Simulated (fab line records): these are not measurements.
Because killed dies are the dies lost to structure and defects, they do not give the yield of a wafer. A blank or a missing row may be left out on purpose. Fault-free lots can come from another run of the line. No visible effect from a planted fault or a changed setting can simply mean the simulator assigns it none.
Matching of chambers | flow n5-finfet | N5_DUMMY_GATE_ETCH_29 on rie-diel-02: 4 sister chambers
The step etches underlayer in N2/H2, target depth 13 nm. 4 wafers are shown with their chamber, then 8 later ones without.

## WAFERS, EACH WITH ITS CHAMBER
wafer  | chamber | drypump-motor-current-A (A)
L083.5 | 2       | 5.9
L084.3 | 0       | 5.7
L084.5 | 3       | 4.9
L092.2 | 1       | 6.3

## WAFERS WITHOUT THEIR CHAMBER
wafer  | drypump-motor-current-A (A)
L092.3 | 5.7
L092.6 | 5.7
L094.1 | 5.8
L094.5 | 5.8
L094.6 | 6.4
L095.1 | 6.3
L095.4 | 5.9
L095.5 | 4.9

## EACH ONE'S CHAMBER
wafer  | from the rows above     | in truth
L092.3 | 0                       | 0
L092.6 | 0                       | 0
L094.1 | can't be placed: 0 or 2 | 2
L094.5 | can't be placed: 0 or 2 | 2
L094.6 | 1                       | 1
L095.1 | 1                       | 1
L095.4 | 2                       | 2
L095.5 | 3                       | 3
Placed correctly: 6 of 8. Can't be placed from these rows: 2 (the true chamber is among the candidates in 2). Number placed wrongly: 0.
How it was worked out, from the rows above alone: a wafer's distance from a chamber is the root of the sum, over the readings, of the square of ((its reading less the chamber's mean) divided by the reading's scatter). If the next closest chamber is less than 2 further off than the closest, the wafer can't be placed; otherwise it belongs to the closest. The mean given for a chamber averages the wafers shown for that chamber. The scatter: with one shown wafer a chamber, the root of the mean of the squares of how far each hidden wafer lies from its nearest shown one.
